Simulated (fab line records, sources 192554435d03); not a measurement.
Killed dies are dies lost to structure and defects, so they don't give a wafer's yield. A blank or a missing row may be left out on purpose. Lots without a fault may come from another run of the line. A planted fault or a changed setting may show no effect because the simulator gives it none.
Split-lot experiment | flow n5_finfet | 7 lots, 21 wafers read, on a route of 1938 steps

THE SPLIT
At N5_BEOL_M12_ILD_DEP_00 (deposits SiOC from DEMS/O2, target thk 658.92 nm, time 130.7 s), the setting time_s was moved away from the recipe's 130.7 s on 7 of the 21 wafers read, by -9.4% to +11.9%. The other wafers ran this setting at the recipe's value.

The file shows no step between the split and the reading.

THE READING
M12_ILD_THK, in nm, at N5_BEOL_M12_THK_MEAS_01. Fault-free wafers of this fab line usually give 660 nm, standard deviation 7.8 nm.

wafer  | tool, chamber at the split | time_s as run, s | against the recipe | M12_ILD_THK, nm | against lot-mates on the recipe
L074.4 | pecvd-03, 2                | 130.7            | recipe             | 664             | -
L074.5 | pecvd-03, 1                | 130.7            | recipe             | 652             | -
L074.6 | pecvd-03, 0                | 145.3            | +11.2%             | 732             | +74
L076.2 | pecvd-01, 2                | 130.7            | recipe             | 651             | -
L076.3 | pecvd-01, 0                | 130.7            | recipe             | 650             | -
L076.6 | pecvd-01, 2                | 137.8            | +5.4%              | 690             | +40
L080.3 | pecvd-01, 1                | 130.7            | recipe             | 656             | -
L080.4 | pecvd-01, 1                | 130.7            | recipe             | 660             | -
L080.6 | pecvd-01, 2                | 130.7            | recipe             | 670             | -
L086.1 | pecvd-02, 0                | 130.7            | recipe             | 651             | -
L086.3 | pecvd-02, 1                | 130.7            | recipe             | 661             | -
L086.6 | pecvd-02, 0                | 130.7            | recipe             | 661             | -
L087.2 | pecvd-01, 2                | 130.7            | recipe             | 657             | -
L087.5 | pecvd-01, 1                | 130.7            | recipe             | 673             | -
L087.6 | pecvd-01, 0                | 118.4            | -9.4%              | 609             | -56
L089.4 | pecvd-03, 0                | 120.3            | -8.0%              | 609             | no lot-mate on the recipe
L089.5 | pecvd-03, 2                | 120.3            | -8.0%              | 609             | no lot-mate on the recipe
L089.6 | pecvd-03, 1                | 120.3            | -8.0%              | 609             | no lot-mate on the recipe
L096.1 | pecvd-03, 2                | 130.7            | recipe             | 659             | -
L096.2 | pecvd-03, 1                | 146.3            | +11.9%             | 722             | +60
L096.5 | pecvd-03, 1                | 130.7            | recipe             | 666             | -

THE FIT
A straight line over all 21 wafers: M12_ILD_THK changes by +5.91 nm for each +1% of time_s; r = +0.98; the points scatter about the line by 6.6 nm.
The same after taking each lot's own level away (the mean of its wafers on the recipe; 18 wafers): +5.9 nm for each +1%; r = +0.98; scatter 6.3 nm.
On that fit, the largest move of time_s shifts the reading by 70 nm.
The lots' own levels span 650.5 to 665.0 nm, that is 1.9 times the standard deviation above.
So the lot-to-lot level changes the slope little: the two slopes agree.
Check: with one of the wafers moved furthest among these (+11.9%) left out of the fit, the line predicts +77.5 nm for it against its lot-mates. It came out at +59.5 nm against them.

OTHER SPLITS ON THESE WAFERS
These wafers also went through other splits before the reading. Each is held against what the fit with the lots' levels taken away leaves over:
other split on the same wafers    | wafers away from the commonest value | r with M12_ILD_THK (lot level and that fit taken away)
N5_BEOL_M10_TRENCH_ETCH_37 bias_w | 6                                    | -0.02

THE WHOLE CHAIN: every reading that the file lists as answering this split, in the file's order
step                    | what it does                                                   | reading                                                                             | change (the file's fit)              | r (the file's)
N5_BEOL_M12_ILD_DEP_00  | deposits SiOC from DEMS/O2, target thk 658.92 nm, time 130.7 s | SiOC_of_BEOL_M12_ILD_DEP_00.thk_nm (the simulator's own value, which no gauge read) | +5.92 nm for each +1% of the setting | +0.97
N5_BEOL_M12_THK_MEAS_01 |                                                                | M12_ILD_THK                                                                         | +5.88 for each +1% of the setting    | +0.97
N5_BEOL_M12_VIA_ETCH_16 | etches SiOC in C4F8/O2/Ar, target depth 724.8 nm               | etch.depth_nm (the simulator's own value, which no gauge read)                      | +5.93 nm for each +1% of the setting | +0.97
N5_BEOL_M12_VIA_ETCH_16 | etches SiOC in C4F8/O2/Ar, target depth 724.8 nm               | coat_of_BEOL_M12_COAT_04.thk_nm (the simulator's own value, which no gauge read)    | -1.68 nm for each +1% of the setting | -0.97
N5_BEOL_M12_STRIP_63    | strips in N2/H2                                                | strip_time_to_endpoint_s                                                            | withheld for each +1% of the setting | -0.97
N5_BEOL_M12_ETCH_38     | etches SiCN in CF4/N2, target depth 68.7 nm, time 73.4 s       | SiOC_of_BEOL_M12_ILD_DEP_00.thk_nm (the simulator's own value, which no gauge read) | +5.95 nm for each +1% of the setting | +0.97

THE FILE'S OWN FIT
M12_ILD_THK changes by +5.88 nm for each +1% of time_s, r = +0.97.
